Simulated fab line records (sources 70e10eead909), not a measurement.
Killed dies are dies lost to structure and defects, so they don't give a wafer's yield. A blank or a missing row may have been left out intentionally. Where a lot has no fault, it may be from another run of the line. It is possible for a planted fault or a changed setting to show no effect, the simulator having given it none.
Matching of chambers | flow nand harc | NHARC_A_STAIRCASE_ETCH_253 on rie diel-08: 4 sister chambers
The step etches the open film in C4F8/O2, target depth 50 nm, time 20.2 s. 4 wafers are shown with their chamber, then 9 later ones without.

== WAFERS PAIRED WITH THEIR CHAMBERS ==
wafer  | chamber | rf vpp V (V)
L074.2 | 0       | 902
L086.1 | 1       | 898
L086.2 | 3       | 887
L086.5 | 2       | 899

== WAFERS MISSING THEIR CHAMBER ==
wafer  | rf vpp V (V)
L084.2 | 901
L084.3 | 887
L084.6 | 899
L088.2 | 887
L088.3 | 900
L088.5 | 887
L090.2 | 887
L090.3 | 899
L090.5 | 899

== EACH ONE'S CHAMBER ==
wafer  | from the rows above | in truth
L084.2 | 0                   | 0
L084.3 | 3                   | 3
L084.6 | 2                   | 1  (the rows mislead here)
L088.2 | 3                   | 3
L088.3 | 2                   | 2
L088.5 | 3                   | 3
L090.2 | 3                   | 3
L090.3 | 2                   | 2
L090.5 | 2                   | 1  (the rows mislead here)
Placed correctly: 7 of 9. Not placeable from these rows: 0. 2 placed wrongly.
How it was worked out, from the rows above alone: a wafer's distance from a chamber is the root of the sum, over the readings, of the square of ((its reading less the chamber's mean) divided by the reading's scatter). If the next closest chamber is less than 2 further off than the closest, the wafer can't be placed; otherwise it belongs to the closest. For every chamber, the mean is computed from those of its wafers that are shown. The scatter: root of mean squared gap, hidden wafer to nearest shown wafer, with one shown wafer a chamber.
